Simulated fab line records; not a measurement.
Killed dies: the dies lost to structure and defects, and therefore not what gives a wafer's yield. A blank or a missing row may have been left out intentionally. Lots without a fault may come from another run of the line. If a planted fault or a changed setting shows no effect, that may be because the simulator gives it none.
fab line records | flow n5_finfet
record: lots: 7 wafers: 21
route steps=1938 shown BEOL_M7@1305 BEOL_M8@1370 BEOL_M9@1431 BEOL_M10@1512 BEOL_M11@1554
start_h: hours from the record's first day to the start of the lot's first wafer shown | wait_h: time in hours since the lot's previous step | " same as the row above | L1.1+2: several wafers, shown together as one row | - no value, or no start given | * or withheld: withheld | < > ~ a bound
route shown NAME@n: names a module that has steps shown in the file, with the first one's number in the route | usual: mean/standard deviation taken from wafers without a fault | same: alike in all rows | chamber/n: place in a boat | sites: each site's reading | _std_site: the values' standard deviation | _edge_site: inner sites' mean taken away from outer sites' mean | radius_mm: for every site, how far away it sits from the centre of the wafer | mask NAME#n: copy n | behind: the tool/chamber that last shaped the wafer | hold: why the lot was held/for how many hours/how that ended | device: transistor that didn't switch, given as n, p or np | end of line: tests of these same wafers at the route's end | a step without rows: its recipe alone | killed: not the wafer's yield, but the dies lost to structure and defects at the first sort | map: the dies of a wafer, with x for killed, . for not killed, _ for no die there
set.NAME: setting as actually run; set.NAME@STEP: the setting as run at that earlier step | model.NAME: the simulator's own value behind a step, which no gauge read
lots run with intentionally changed settings; tables by step, rows by wafer
== steps ==
step: N5_BEOL_M7_VIA_ETCH_34
recipe: chemistry: C4F6/O2 target: SiCOH_lowk target_depth_a: 1255 mask_material: SOC taper_deg: 4 time_s: 50.5 ion_energy_ev: 250 pressure_mtorr: 30 source_w: 345 bias_w: 185 Ar_flow_sccm: 300 C4F6_flow_sccm: 10 O2_flow_sccm: 10
usual: rf_vpp_V: 662/13
columns lot.wafer tool chamber start_h wait_h set.source_w rf_vpp_V model.etch.depth_nm
L079.4 rie_diel-06 2 235.71 0.0 345 670 127.1
L079.5 " 3 " " 345 639 125.3
L079.6 " 0 " " 345 672 124.7
L080.3 rie_diel-03 3 235.85 0.0 345 644 123.5
L080.4 " 2 " " 345 641 123.9
L080.5 " 3 " " 284.6 708 113.1
L081.1 rie_diel-06 3 247.67 0.0 345 641 126.1
L081.2 " 1 " " 362 661 125.6
L081.4 " 2 " " 362 655 130.7
L084.2 rie_diel-02 1 283.93 0.0 361.9 660 129.1
L084.3 " 2 " " 345 665 122.9
L084.5 " 3 " " 345 673 127.7
L085.2 rie_diel-03 2 284.20 0.0 367.9 621 129.8
L085.5 " 1 " " 367.9 639 128.1
L085.6 " 2 " " 345 642 125.6
L090.1 rie_diel-03 0 298.20 0.0 345 661 122.4
L090.2 " 2 " " 345 642 126.4
L090.5 " 0 " " 314.3 694 118
L092.1 rie_diel-06 2 322.68 0.0 292.8 729 118.3
L092.3 " 0 " " 345 671 124.6
L092.5 " 0 " " 345 673 125.4
step: N5_BEOL_M7_TRENCH_ETCH_37
recipe: chemistry: C4F6/O2 target_depth_a: 934.78 target: SiCOH_lowk time_s: 31.2 ion_energy_ev: 250 pressure_mtorr: 30 source_w: 345 bias_w: 185 Ar_flow_sccm: 300 C4F6_flow_sccm: 10 O2_flow_sccm: 10
usual: rf_vpp_V: 662/13
columns lot.wafer tool chamber start_h wait_h set.bias_w rf_vpp_V
L079.4 rie_diel-06 2 - - 185 669
L079.5 " 3 " " 185 640
L079.6 " 0 " " 185 671
L080.3 rie_diel-03 3 - - 210.5 712
L080.4 " 2 " " 185 642
L080.5 " 3 " " 185 643
L081.1 rie_diel-06 3 - - 185 641
L081.2 " 1 " " 185 679
L081.4 " 2 " " 198.9 710
L084.2 rie_diel-02 1 - - 185 676
L084.3 " 2 " " 185 664
L084.5 " 3 " " 185 673
L085.2 rie_diel-03 2 - - 185 642
L085.5 " 1 " " 211.4 735
L085.6 " 2 " " 211.4 713
L090.1 rie_diel-03 0 - - 209.6 729
L090.2 " 2 " " 185 640
L090.5 " 0 " " 209.6 730
L092.1 rie_diel-06 2 - - 185 669
L092.3 " 0 " " 185 671
L092.5 " 0 " " 185 672
step: N5_BEOL_M8_ETCH_65
recipe: chemistry: CF4 target: SiARC target_depth_a: 156 mask_material: CAR-EUV time_s: 26 ion_energy_ev: 80 pressure_mtorr: 40 source_w: 545 bias_w: 36 Ar_flow_sccm: 100 cf4_flow_sccm: 100 ends: cleared
usual: etch_rf_on_time_s: 26.2/0.56 rf_vpp_V: 184.4/1
columns lot.wafer tool chamber start_h wait_h set.source_w etch_rf_on_time_s rf_vpp_V
L079.4 rie_diel-01 3 242.33 0.0 545 25.7 183.4
L079.5 " 2 " " 545 26.6 185.5
L079.6 " 1 " " 545 26.3 185.0
L080.3 rie_diel-05 0 244.92 0.0 628.6 23.0 174.9
L080.4 " 3 " " 545 26.4 185.6
L080.5 " 3 " " 628.6 23.1 175.8
L081.1 rie_diel-01 3 254.16 0.0 624.9 22.5 176.7
L081.2 " 2 " " 545 26.2 184.6
L081.4 " 1 " " 545 26.4 184.2
L085.2 rie_diel-04 1 291.04 0.0 545 25.8 183.7
L085.5 " 3 " " 545 25.5 182.6
L085.6 " 2 " " 505.3 28.6 190.0
L084.2 rie_diel-01 2 291.12 0.0 638.7 22.9 175.4
L084.3 " 3 " " 545 25.6 185.9
L084.5 " 3 " " 638.7 22.0 173.8
L090.1 rie_diel-01 0 304.42 0.0 545 25.8 185.1
L090.2 " 1 " " 545 26.6 184.9
L090.5 " 1 " " 545 26.5 185.9
L092.1 rie_diel-01 3 330.51 0.0 545 25.9 185.7
L092.3 " 0 " " 633.9 22.5 175.1
L092.5 " 1 " " 633.9 23.1 174.7
step: N5_BEOL_M9_EXPOSE_25
recipe: mask_id: V8 na: 0.33 source_shape: annular sigma_inner: 0.4 sigma_outer: 0.8 polarization: unpolarized dose_mj: 37.25
columns lot.wafer tool chamber start_h wait_h mask set.dose_mj
L079.4+5+6 euv_scanner-02 0 251.08 - V8#0 37.25
L080.3+4+5 euv_scanner-01 0 251.24 - V8#0 37.25
L081.1+2+4 euv_scanner-02 0 261.24 - V8#0 36.48
L085.2+5 euv_scanner-01 0 296.87 - V8#0 39.95
L085.6 " 0 " " V8#0 37.25
L084.2+3+5 euv_scanner-01 0 297.45 - V8#0 37.25
L090.1+5 euv_scanner-01 0 314.35 - V8#0 34.91
L090.2 " 0 " " V8#0 37.25
L092.1+3 euv_scanner-01 0 340.30 - V8#0 38.46
L092.5 " 0 " " V8#0 37.25
step: N5_BEOL_M9_PEB_26
recipe: peb_temp_c: 100 peb_time_s: 60 resist: CAR-EUV
step: N5_BEOL_M9_DEVELOP_27
recipe: develop_time_s: 30 developer: TMAH resist: CAR-EUV rinse_liquid: surfactant_rinse dry: air_spin dev_temp_c: 23
step: N5_BEOL_M9_CD_MEAS_28
recipe: target_cd_nm: 70 landing_energy_ev: 500 detector: se_inlens polarity: opening
usual: cd_nm: 70.12/0.26
columns lot.wafer tool chamber start_h wait_h set.dose_mj@BEOL_M9_EXPOSE_25 cd_nm
L079.4 cd_sem-02 0 251.19 - 37.25 69.89
L079.5 " 0 " " 37.25 70.11
L079.6 " 0 " " 37.25 70.33
L080.3 cd_sem-01 0 251.36 - 37.25 70.06
L080.4 " 0 " " 37.25 70.00
L080.5 " 0 " " 37.25 70.06
L081.1 cd_sem-03 0 261.36 - 36.48 69.36
L081.2 " 0 " " 36.48 69.85
L081.4 " 0 " " 36.48 70.32
L085.2 cd_sem-02 0 296.99 - 39.95 72.04
L085.5 " 0 " " 39.95 71.74
L085.6 " 0 " " 37.25 70.52
L084.2 cd_sem-02 0 297.58 - 37.25 70.41
L084.3 " 0 " " 37.25 70.13
L084.5 " 0 " " 37.25 70.04
L090.1 cd_sem-02 0 314.48 - 34.91 68.09
L090.2 " 0 " " 37.25 70.31
L090.5 " 0 " " 34.91 68.83
L092.1 cd_sem-03 0 340.43 - 38.46 70.72
L092.3 " 0 " " 38.46 70.79
L092.5 " 0 " " 37.25 70.00
step: N5_BEOL_M9_ETCH_66
recipe: chemistry: N2/H2 target: SOC target_depth_a: 800 overetch_a: 160 mask_material: SiARC temp_c: 40 time_s: 120 ion_energy_ev: 200 pressure_mtorr: 30 source_w: 840 bias_w: 150 n2_flow_sccm: 200 h2_flow_sccm: 200
columns lot.wafer tool chamber start_h wait_h set.time_s model.SiARC_of_BEOL_M9_COAT_64.thk_nm
L079.4 rie_diel-02 1 251.74 0.0 120 6.2
L079.5 " 1 " " 120 6.4
L079.6 " 2 " " 120 6.8
L080.3+5 rie_diel-03 3 252.07 0.0 120 6.6
L080.4 " 0 " " 120 6.8
L081.1 rie_diel-02 1 261.57 0.0 111.1 6.6
L081.2 " 2 " " 111.1 7.2
L081.4 " 0 " " 120 6.6
L085.2 rie_diel-03 0 297.25 0.0 127 6.4
L085.5 " 0 " " 120 6.8
L085.6 " 3 " " 127 6.2
L084.2 rie_diel-06 0 297.92 0.0 120 6.6
L084.3 " 3 " " 120 6.4
L084.5 " 2 " " 144.7 5.2
L090.1 rie_diel-06 2 314.68 0.0 133.4 5.8
L090.2+5 " 3 " " 120 6.4
L092.1+3 rie_diel-06 2,1 340.94 0.0 120 6.2
L092.5 " 0 " " 131.1 5.8
step: N5_BEOL_M10_TRENCH_ETCH_37
recipe: chemistry: C4F6/O2 target_depth_a: 1488.3 target: SiCOH_lowk time_s: 48 ion_energy_ev: 250 pressure_mtorr: 30 source_w: 345 bias_w: 185 Ar_flow_sccm: 300 C4F6_flow_sccm: 10 O2_flow_sccm: 10
usual: rf_vpp_V: 673/11
columns lot.wafer tool chamber start_h wait_h set.source_w rf_vpp_V model.BEOL_M10.feature_depth_nm model.etch.depth_nm
L079.4 rie_diel-04 3 - - 345 678 152.6 152.6
L079.5 " 3 " " 345 678 152.2 152.1
L079.6 " 0 " " 345 668 152.2 152.3
L080.3 rie_diel-04 0 - - 345 669 151 151
L080.4 " 1 " " 320.8 682 142.6 142.5
L080.5 " 2 " " 320.8 691 141 141.1
L081.1 rie_diel-04 3 - - 385.5 640 157.4 157.3
L081.2 " 1 " " 385.5 621 153.6 153.6
L081.4 " 0 " " 345 669 150.6 150.6
L085.2 rie_diel-05 3 - - 284.8 725 135.2 135.2
L085.5 " 1 " " 284.8 744 133.8 133.8
L085.6 " 0 " " 345 667 144.6 144.6
L084.2 rie_diel-01 2 - - 379.2 649 153.8 153.8
L084.3 " 1 " " 345 696 145.6 145.6
L084.5 " 0 " " 379.2 638 156.4 156.3
L090.1 rie_diel-05 3 - - 363.6 640 147.4 147.4
L090.2 " 0 " " 345 668 144.8 144.8
L090.5 " 3 " " 345 658 144 144
L092.1 rie_diel-04 1 - - 345 656 148.2 148.1
L092.3 " 0 " " 345 669 152 151.9
L092.5 " 2 " " 345 667 145.8 145.7
step: N5_BEOL_M10_ETCH_41
recipe: chemistry: CH3F/O2 target: SiCN target_depth_a: 426 taper_deg: 2 time_s: 86 ion_energy_ev: 120 mask_material: TiN pressure_mtorr: 30 source_w: 395 bias_w: 75 Ar_flow_sccm: 150 CH3F_flow_sccm: 30 O2_flow_sccm: 20
step: N5_BEOL_M10_STRIP_77
recipe: chemistry: N2/H2 time_s: 10 power_w: 450 temp_c: 40 pressure_mtorr: 20 rf_frequency_hz: 6e+07 bias_power_w: 7 n2_flow_sccm: 200 h2_flow_sccm: 200
step: N5_BEOL_M10_OCD_MEAS_38
usual: trench_depth_nm: 148.2/2.6
columns lot.wafer tool chamber start_h wait_h set.source_w@BEOL_M10_TRENCH_ETCH_37 trench_depth_nm
L079.4 ocd-01 - 261.82 - 345 153.0
L079.5 " - " " 345 152.4
L079.6 " - " " 345 152.2
L080.3 ocd-02 - 262.29 - 345 151.2
L080.4 " - " " 320.8 142.6
L080.5 " - " " 320.8 140.7
L081.1 ocd-02 - 273.71 - 385.5 157.3
L081.2 " - " " 385.5 153.3
L081.4 " - " " 345 149.9
L085.2 ocd-02 - 304.22 - 284.8 135.3
L085.5 " - " " 284.8 133.9
L085.6 " - " " 345 144.4
L084.2 ocd-02 - 305.30 - 379.2 153.8
L084.3 " - " " 345 145.2
L084.5 " - " " 379.2 155.8
L090.1 ocd-01 - 323.53 - 363.6 147.0
L090.2 " - " " 345 144.8
L090.5 " - " " 345 144.2
L092.1 ocd-02 - 350.18 - 345 148.0
L092.3 " - " " 345 151.6
L092.5 " - " " 345 146.1
step: N5_BEOL_M10_ALD_74
recipe: material: TaN target_thk_a: 20 temp_c: 275 ald_precursor_family: PDMAT ald_co_reactant: NH3 pressure_torr: 3 carrier_flow_sccm: 1500 pulse_time_s: 2 purge_time_s: 3 co_reactant_purge_time_s: 2 co_reactant_pulse_time_s: 3 ald_cycles: 40 precursor_vessel_temp_c: 75 precursor_vessel_pressure_torr: 26.25 precursor_vessel_carrier_sccm: 1000
columns lot.wafer tool chamber start_h wait_h set.ald_cycles
L079.4+5+6 ald_metal-04 2,3,0 262.55 0.1 40
L080.3+5 ald_metal-02 3,2 263.57 0.0 43
L080.4 " 1 " " 40
L081.1+2+4 ald_metal-02 3,2,1 274.44 0.0 40
L085.2+5+6 ald_metal-03 1,0,3 305.07 0.0 45
L084.2+3 ald_metal-02 2,1 305.96 0.0 40
L084.5 " 2 " " 46
L090.1+2 ald_metal-02 3,1 326.35 0.0 40
L090.5 " 1 " " 37
L092.1+5 ald_metal-04 2,0 350.84 0.0 45
L092.3 " 3 " " 40
step: N5_BEOL_M10_SURFACE_TREAT_76
recipe: gas: Ar time_s: * ion_energy_ev: * ion_current_ma_cm2: 0.5 pressure_mtorr: * ar_flow_sccm: 30
step: N5_BEOL_M10_CVD_75
recipe: material: Co target_thk_a: 20 temp_c: withheld precursor: CCTBA/H2 pressure_torr: 30 time_s: 138.9
step: N5_BEOL_M10_ECD_50
recipe: material: Cu target_thk_a: 3180
step: N5_BEOL_M10_ANNEAL_51
recipe: temp_c: 225 time_s: 90 ambient: N2
step: N5_BEOL_M10_CMP_52
recipe: stop_on: SiCOH_lowk t_overpolish_s: 7 down_force_psi: 1 platen_rpm: 50 clearing_platen_down_force_psi: 1.5 clearing_platen_rpm: 50 post_cmp_clean: cu_alkaline target_thk_nm: 140 clearing_platen_pad_velocity_m_s: 0.99484 pad_velocity_m_s: 0.99484
columns lot.wafer tool chamber start_h wait_h set.source_w@BEOL_M10_TRENCH_ETCH_37 model.Cu_of_BEOL_M10_ECD_50.thk_nm
L079.4 cmp-01 2 264.22 0.2 345 144.2
L079.6 " 1 " " 345 145.6
L079.5 " 2 " " 345 143.6
L080.4 cmp-01 2 265.40 0.2 320.8 133
L080.3 " 0 " " 345 144.2
L080.5 " 1 " " 320.8 133.4
L081.4 cmp-03 0 275.59 0.1 345 140.2
L081.1 " 2 " " 385.5 147.2
L081.2 " 3 " " 385.5 143.4
L085.2 cmp-03 0 306.13 0.2 284.8 125.6
L085.5 " 0 " " 284.8 123.8
L085.6 " 1 " " 345 137
L084.3 cmp-01 0 308.60 0.2 345 138
L084.2 " 2 " " 379.2 144
L084.5 " 0 " " 379.2 148
L090.2 cmp-02 2 327.51 0.2 345 135
L090.1 " 3 " " 363.6 137.6
L090.5 " 1 " " 345 136.2
L092.1 cmp-01 0 352.45 0.5 345 140
L092.3 " 2 " " 345 142.2
L092.5 " 0 " " 345 138
step: N5_BEOL_M10_PRE_CLEAN_55
recipe: gas: NH3 time_s: 15 temp_c: withheld rf_power_w: 300
step: N5_BEOL_M10_DEP_56
recipe: material: SiCN target_thk_a: 150 temp_c: withheld precursor: 3MS/NH3 pressure_torr: 3 rf_w: 202 time_s: 26.5
step: N5_BEOL_M10_RS_MEAS_57
recipe: thk_meas_gauge: four-point-probe reads: Cu_of_BEOL_M10_ECD_50+Co_of_BEOL_M10_CVD_75+TaN_of_BEOL_M10_ALD_74
usual: M10_RS: 0.152/0.0033
columns lot.wafer tool chamber start_h wait_h set.source_w@BEOL_M10_TRENCH_ETCH_37 M10_RS[ohm/sq]
L079.4 film_metro-02 - 264.64 0.0 345 0.146
L079.5 " - " " 345 0.147
L079.6 " - " " 345 0.145
L080.3 film_metro-02 - 265.79 0.1 345 0.146
L080.4 " - " " 320.8 0.160
L080.5 " - " " 320.8 0.159
L081.1 film_metro-01 - 276.02 0.1 385.5 0.143
L081.2 " - " " 385.5 0.147
L081.4 " - " " 345 0.151
L085.2 film_metro-01 - 306.56 0.1 284.8 0.170
L085.5 " - " " 284.8 0.173
L085.6 " - " " 345 0.155
L084.2 film_metro-02 - 309.03 0.1 379.2 0.146
L084.3 " - " " 345 0.153
L084.5 " - " " 379.2 0.142
L090.1 film_metro-02 - 327.90 0.1 363.6 0.154
L090.2 " - " " 345 0.157
L090.5 " - " " 345 0.155
L092.1 film_metro-01 - 352.88 0.1 345 0.151
L092.3 " - " " 345 0.148
L092.5 " - " " 345 0.153
step: N5_BEOL_M11_ETCH_62
recipe: chemistry: N2/H2 target: SOC target_depth_a: 1100 overetch_a: 220 mask_material: SiARC temp_c: 40 time_s: 165 ion_energy_ev: 200 pressure_mtorr: 30 source_w: 840 bias_w: 150 n2_flow_sccm: 200 h2_flow_sccm: 200
columns lot.wafer tool chamber start_h wait_h set.time_s model.SiARC_of_BEOL_M11_COAT_60.thk_nm
L079.4 rie_diel-03 0 269.09 0.0 165 24.2
L079.5+6 " 0,1 " " 165 24
L080.3 rie_diel-02 1 269.29 0.0 165 23.4
L080.4 " 2 " " 165 23.8
L080.5 " 1 " " 184.5 22.6
L081.1 rie_diel-03 2 277.99 0.0 165 23.8
L081.2+4 " 0,3 " " 165 24
L085.2 rie_diel-02 2 308.76 0.0 165 23.8
L085.5 " 3 " " 137.1 24.4
L085.6 " 0 " " 137.1 24.6
L084.2 rie_diel-06 0 311.40 0.0 144.6 24.2
L084.3+5 " 3,2 " " 165 23.4
L090.1 rie_diel-06 2 331.89 0.0 165 23.4
L090.2+5 " 0,2 " " 165 23.6
L092.1 rie_diel-06 2 356.52 0.0 184.4 22.6
L092.3 " 3 " " 184.4 22.8
L092.5 " 2 " " 165 23.4
step: N5_BEOL_M11_COAT_22
recipe: resist: CAR-ArF spin_rpm: 1500 resist_thk_nm: 90
columns lot.wafer tool chamber start_h wait_h set.spin_rpm model.CAR-ArF_of_BEOL_M11_COAT_22.thk_nm
L079.4+6 litho_track-01 0 - - 1500 90.2
L079.5 " 0 " " 1500 90
L080.3 litho_track-04 0 - - 1500 89.6
L080.4 " 0 " " 1449 91.2
L080.5 " 0 " " 1449 91.4
L081.1 litho_track-05 0 - - 1617 86
L081.2 " 0 " " 1500 89.8
L081.4 " 0 " " 1617 86.4
L085.2 litho_track-01 0 - - 1500 89.8
L085.5 " 0 " " 1500 90.2
L085.6 " 0 " " 1500 90
L084.2 litho_track-05 0 - - 1500 89.8
L084.3+5 " 0 " " 1424 92.2
L090.1 litho_track-05 0 - - 1421 92
L090.2 " 0 " " 1500 89.6
L090.5 " 0 " " 1500 89.2
L092.1 litho_track-01 0 - - 1500 90.2
L092.3 " 0 " " 1587 87.8
L092.5 " 0 " " 1500 90
step: N5_BEOL_M11_EBR_24
recipe: solvent: PGMEA ebr_width_mm: 1.5
step: N5_BEOL_M11_SOFTBAKE_23
recipe: temp_c: 110 time_s: 60 resist: CAR-ArF
step: N5_BEOL_M11_EXPOSE_25
recipe: mask_id: V10 na: 1.35 source_shape: annular sigma_inner: 0.5 sigma_outer: 0.8 polarization: unpolarized dose_mj: 85.5
step: N5_BEOL_M11_PEB_26
recipe: peb_temp_c: withheld peb_time_s: 60 resist: CAR-ArF
step: N5_BEOL_M11_DEVELOP_27
recipe: develop_time_s: 30 developer: TMAH resist: CAR-ArF rinse_liquid: diw dry: air_spin dev_temp_c: 23
columns lot.wafer tool chamber start_h wait_h set.spin_rpm@BEOL_M11_COAT_22 model.CAR-ArF_of_BEOL_M11_COAT_22.thk_nm
L079.4+6 litho_track-04 0 - - 1500 88.6
L079.5 " 0 " " 1500 88.2
L080.3 litho_track-04 0 - - 1500 87.8
L080.4+5 " 0 " " 1449 89.6
L081.1 litho_track-01 0 - - 1617 84.4
L081.2 " 0 " " 1500 88.2
L081.4 " 0 " " 1617 84.8
L085.2 litho_track-05 0 - - 1500 88
L085.5+6 " 0 " " 1500 88.4
L084.2 litho_track-05 0 - - 1500 88
L084.3 " 0 " " 1424 90.4
L084.5 " 0 " " 1424 90.6
L090.1 litho_track-04 0 - - 1421 90.2
L090.2 " 0 " " 1500 87.8
L090.5 " 0 " " 1500 87.4
L092.1 litho_track-05 0 - - 1500 88.6
L092.3 " 0 " " 1587 86
L092.5 " 0 " " 1500 88.2
step: N5_BEOL_M11_DESCUM_33
recipe: chemistry: O2 time_s: 7.9 source_power_w: 50 bias_power_w: 20 pressure_mtorr: 20 rf_frequency_hz: 2.712e+07 temp_c: 40 resist: CAR-ArF o2_flow_sccm: 225
step: N5_BEOL_M11_ETCH_65
recipe: chemistry: CF4 target: SiARC target_depth_a: 390 mask_material: CAR-ArF time_s: 65 ion_energy_ev: 80 pressure_mtorr: 40 source_w: 545 bias_w: 36 Ar_flow_sccm: 100 cf4_flow_sccm: 100 ends: cleared
columns lot.wafer tool chamber start_h wait_h set.spin_rpm@BEOL_M11_COAT_22 model.CAR-ArF_of_BEOL_M11_COAT_22.thk_nm
L079.4 rie_diel-03 3 273.21 0.0 1500 55.8
L079.5 " 2 " " 1500 55.4
L079.6 " 3 " " 1500 55.6
L080.3 rie_diel-03 3 273.67 0.0 1500 55
L080.4+5 " 1,3 " " 1449 56.8
L081.1 rie_diel-06 2 279.19 0.0 1617 51.6
L081.2 " 0 " " 1500 55.6
L081.4 " 1 " " 1617 52
L085.2+6 rie_diel-03 1,2 310.36 0.0 1500 55.4
L085.5 " 3 " " 1500 55.6
L084.2 rie_diel-03 3 314.44 0.0 1500 55.2
L084.3 " 2 " " 1424 57.6
L084.5 " 1 " " 1424 57.8
L090.1 rie_diel-02 2 334.84 0.0 1421 57.6
L090.2 " 1 " " 1500 55
L090.5 " 0 " " 1500 54.8
L092.1+5 rie_diel-06 0 358.51 0.0 1500 55.6
L092.3 " 2 " " 1587 53.2
== key ==
split: step: N5_BEOL_M7_VIA_ETCH_34 setting: source_w stated: 345 by: wafer
response: step: N5_BEOL_M7_VIA_ETCH_34 reading: rf_vpp_V change: -3.44 per: 1% r: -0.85
response: step: N5_BEOL_M7_VIA_ETCH_34 reading: model.etch.depth_nm change: +0.557 per: 1% r: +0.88
split: step: N5_BEOL_M7_TRENCH_ETCH_37 setting: bias_w stated: 185 by: wafer
response: step: N5_BEOL_M7_TRENCH_ETCH_37 reading: rf_vpp_V change: +5.89 per: 1% r: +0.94
split: step: N5_BEOL_M8_ETCH_65 setting: source_w stated: 545 by: wafer
response: step: N5_BEOL_M8_ETCH_65 reading: etch_rf_on_time_s change: * per: 1% r: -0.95
response: step: N5_BEOL_M8_ETCH_65 reading: rf_vpp_V change: -0.65 per: 1% r: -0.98
split: step: N5_BEOL_M9_EXPOSE_25 setting: dose_mj stated: 37.25 by: wafer
response: step: N5_BEOL_M9_CD_MEAS_28 reading: cd_nm change: +0.234 per: 1% r: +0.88
split: step: N5_BEOL_M9_ETCH_66 setting: time_s stated: 120 by: wafer
response: step: N5_BEOL_M9_ETCH_66 reading: model.SiARC_of_BEOL_M9_COAT_64.thk_nm change: -0.0585 per: 1% r: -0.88
split: step: N5_BEOL_M10_TRENCH_ETCH_37 setting: source_w stated: 345 by: wafer
response: step: N5_BEOL_M10_TRENCH_ETCH_37 reading: rf_vpp_V change: -3.87 per: 1% r: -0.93
response: step: N5_BEOL_M10_TRENCH_ETCH_37 reading: model.BEOL_M10.feature_depth_nm change: +0.66 per: 1% r: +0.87
response: step: N5_BEOL_M10_TRENCH_ETCH_37 reading: model.etch.depth_nm change: +0.657 per: 1% r: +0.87
response: step: N5_BEOL_M10_OCD_MEAS_38 reading: trench_depth_nm change: +0.664 per: 1% r: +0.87
response: step: N5_BEOL_M10_CMP_52 reading: model.Cu_of_BEOL_M10_ECD_50.thk_nm change: +0.714 per: 1% r: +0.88
response: step: N5_BEOL_M10_RS_MEAS_57 reading: M10_RS change: -0.000904 per: 1% r: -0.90
split: step: N5_BEOL_M10_ALD_74 setting: ald_cycles stated: 40 by: wafer
response none clear
split: step: N5_BEOL_M11_ETCH_62 setting: time_s stated: 165 by: wafer
response: step: N5_BEOL_M11_ETCH_62 reading: model.SiARC_of_BEOL_M11_COAT_60.thk_nm change: -0.0583 per: 1% r: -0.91
split: step: N5_BEOL_M11_COAT_22 setting: spin_rpm stated: 1500 by: wafer
response: step: N5_BEOL_M11_COAT_22 reading: model.CAR-ArF_of_BEOL_M11_COAT_22.thk_nm change: -0.458 per: 1% r: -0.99
response: step: N5_BEOL_M11_DEVELOP_27 reading: model.CAR-ArF_of_BEOL_M11_COAT_22.thk_nm change: -0.467 per: 1% r: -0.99
response: step: N5_BEOL_M11_ETCH_65 reading: model.CAR-ArF_of_BEOL_M11_COAT_22.thk_nm change: -0.48 per: 1% r: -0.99
